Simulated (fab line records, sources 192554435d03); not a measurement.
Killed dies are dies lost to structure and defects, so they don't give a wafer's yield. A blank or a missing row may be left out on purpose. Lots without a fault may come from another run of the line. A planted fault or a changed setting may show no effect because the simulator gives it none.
A struck lot beside a sound one | flow n5_finfet | 37 steps out of a route of 1938
Sound: wafers L746.2, L746.3, L746.4. Struck: wafers L752.4, L752.5. The cause comes at the end.
At each step with rows: each side's tool, then ch and its chambers, then its first start. Under that, the readings that differ: sound wafers | struck wafers | difference of the means | sigmas: that difference in standard deviations of wafers without a fault.
alike: readings whose means differ by less than 2 such deviations, and words and numbers that are the same on both sides. not compared: withheld readings, readings that some wafer has no value for, bounds like >300 that may hide the same value, and numbers for which the record gives no deviation and whose values overlap.
The two part at a step that has a row with sigmas, a row that says differs or no value, or rows on one side only. Numbers that don't overlap but have no deviation are shown without sigmas and don't part them. A reading that every wafer of one side lacks parts them only if that side has two wafers or more.

first, 9 steps without rows for these wafers: N5_BEOL_M4_ANNEAL_95 (time 240 s); N5_BEOL_M4_SPUTTER_96 (material Cu, target thk 4.5 nm, time 8.29 s); N5_BEOL_M4_ECD_50 (material Cu, target thk 300 nm); N5_BEOL_M4_ANNEAL_51 (time 90 s); N5_BEOL_M4_CMP_52 (polishes, stops on SiOC, t overpolish 6.8 s, target thk 40 nm); N5_BEOL_M4_PRE_CLEAN_60 (time 15 s); N5_BEOL_M4_CO_CAP_55 (material Co, precursor CCTBA/H2, target thk 2 nm, time 102.1 s); N5_BEOL_M4_PRE_CLEAN_56 (time 15 s); N5_BEOL_M4_DEP_57 (deposits SiCN from 3MS/NH3, target thk 8 nm, time 14 s).
N5_BEOL_M4_RC_MEAS_101:
  sound on prober-02 ch 0, day 12 13:05; struck on prober-01 ch 0, day 14 13:47
  reading        | sound          | struck    | difference | sigmas
  IOFF_P (nA/um) | 0.28 0.28 0.24 | 0.10 0.19 | -0.12      | -2
  ION_N (uA/um)  | 686 699 687    | 635 683   | -32        | -2
  ION_P (uA/um)  | 480 472 474    | 435 463   | -26        | -3
  VT_P (mV)      | -245 -247 -248 | -264 -254 | -12        | -3
  alike: DIBL_N, DIBL_P, IOFF_N, SS_N, SS_P, VT_N
then, 24 steps without rows for these wafers: N5_BEOL_M5_ILD_DEP_00 (deposits SiCOH lowk from DEMS/porogen, target thk 140.64 nm, time 25.9 s); N5_BEOL_M5_CURE_79 (cures SiCOH lowk, time 240 s); N5_BEOL_M5_PECVD_70 (deposits SiO2 from TEOS/O2, target thk 16 nm, time 18 s); N5_BEOL_M5_HM_DEP_02 (deposits TiN, target thk 20 nm); N5_BEOL_M5_COAT_59 (time 60 s, resist thk 60 nm); N5_BEOL_M5_COAT_60 (time 60 s, resist thk 12 nm); N5_BEOL_M5_COAT_71 (time 60 s, resist thk 5 nm); N5_BEOL_M5_COAT_05 (resist thk 30 nm); N5_BEOL_M5_EBR_07; N5_BEOL_M5_SOFTBAKE_06 (time 60 s); N5_BEOL_M5_EXPOSE_08 (exposes mask M5, target cd 28 nm); N5_BEOL_M5_PEB_09 (peb time 60 s); N5_BEOL_M5_DEVELOP_10 (develop time 30 s); N5_BEOL_M5_DESCUM_16 (chemistry O2, time 7 s); N5_BEOL_M5_ETCH_72 (etches underlayer in N2/H2, target depth 6.5 nm, time 5.2 s); N5_BEOL_M5_ETCH_61 (etches SiARC in CF4, target depth 15.6 nm, time 26 s); N5_BEOL_M5_ETCH_62 (etches SOC in N2/H2, target depth 75 nm, overetch 15 nm, time 112.5 s); N5_BEOL_M5_STRIP_63 (strips in N2/H2); N5_BEOL_M5_STRIP_73 (strips in N2/H2); N5_BEOL_M5_STRIP_64 (strips in CF4); N5_BEOL_M5_HM_OPEN_17 (chemistry Cl2/BCl3, target TiN, target depth 20 nm, overetch 6 nm); N5_BEOL_M5_STRIP_19 (strips in O2); N5_BEOL_M5_COAT_65 (time 60 s, resist thk 60 nm); N5_BEOL_M5_COAT_66 (time 60 s, resist thk 12 nm).
-- the record jumps here: 3 days lie between the struck wafers' starts before and after (it left off in module BEOL_M5 and takes up again in module BEOL_M12, whose first step shown is number 1608 of the route) --
N5_BEOL_M12_EXPOSE_07: exposes mask V11.
  sound on krf_scanner-02 ch 0, day 15 07:43; struck on krf_scanner-01 ch 0, day 17 11:22
  reading              | sound             | struck      | difference | sigmas
  exposure_dose_mJ_cm2 | 32.50 32.48 32.46 | 33.08 33.03 | +0.58      | +17
  alike: mask
N5_BEOL_M15_RC_MEAS_101:
  sound on prober-01 ch 0, day 16 10:29; struck on prober-02 ch 0, day 18 12:32
  reading                    | sound          | struck    | difference | sigmas
  SERP_M10 (ohm/um)          | 3.21 3.10 3.26 | 4.72 4.81 | +1.57      | +14
  SERP_M10_max_site (ohm/um) | 3.30 3.18 3.41 | 4.80 5.00 | +1.60      | +13
  alike: COMB_M11, COMB_M12, COMB_M12_max_site, COMB_M13, COMB_M14, COMB_M15, COMB_M15_max_site, COMB_M5, COMB_M6, COMB_M7, COMB_M8, COMB_M9, SERP_M11, SERP_M12, SERP_M13, SERP_M14, SERP_M5, SERP_M6, SERP_M7, SERP_M8, SERP_M9, SERP_M9_max_site
N5_PASSIVATION_PROBE_49:
  sound on prober-02, day 17 11:13; struck on prober-02, day 19 01:21
  reading                  | sound          | struck    | difference | sigmas
  defect_limited_yield (%) | 92.8 93.5 91.3 | 90.1 88.8 | -3.1       | -2
  killed_at_M0_to_M3       | 24 18 18       | 51 52     | +32        | +3
  killed_dies              | 85 77 103      | 117 132   | +36        | +2
  sort_bin_6_memory (%)    | 2.0 1.9 3.1    | 3.1 4.8   | +1.6       | +2
  sort_bin_8_speed (%)     | 0 0 0          | 1.61 0.25 | +0.93      | +8
  sort_n_pass              | 1095 1103 1077 | 1048 1048 | -44        | -2
  alike: killed_at_M4_up, killed_at_contacts, killed_at_front_end, killed_at_other, killed_open, killed_short, sort_bin_5_function

WHERE THEY PART
First at N5_BEOL_M4_RC_MEAS_101; last, within this record, at N5_PASSIVATION_PROBE_49.

WHY: what the simulator had put in
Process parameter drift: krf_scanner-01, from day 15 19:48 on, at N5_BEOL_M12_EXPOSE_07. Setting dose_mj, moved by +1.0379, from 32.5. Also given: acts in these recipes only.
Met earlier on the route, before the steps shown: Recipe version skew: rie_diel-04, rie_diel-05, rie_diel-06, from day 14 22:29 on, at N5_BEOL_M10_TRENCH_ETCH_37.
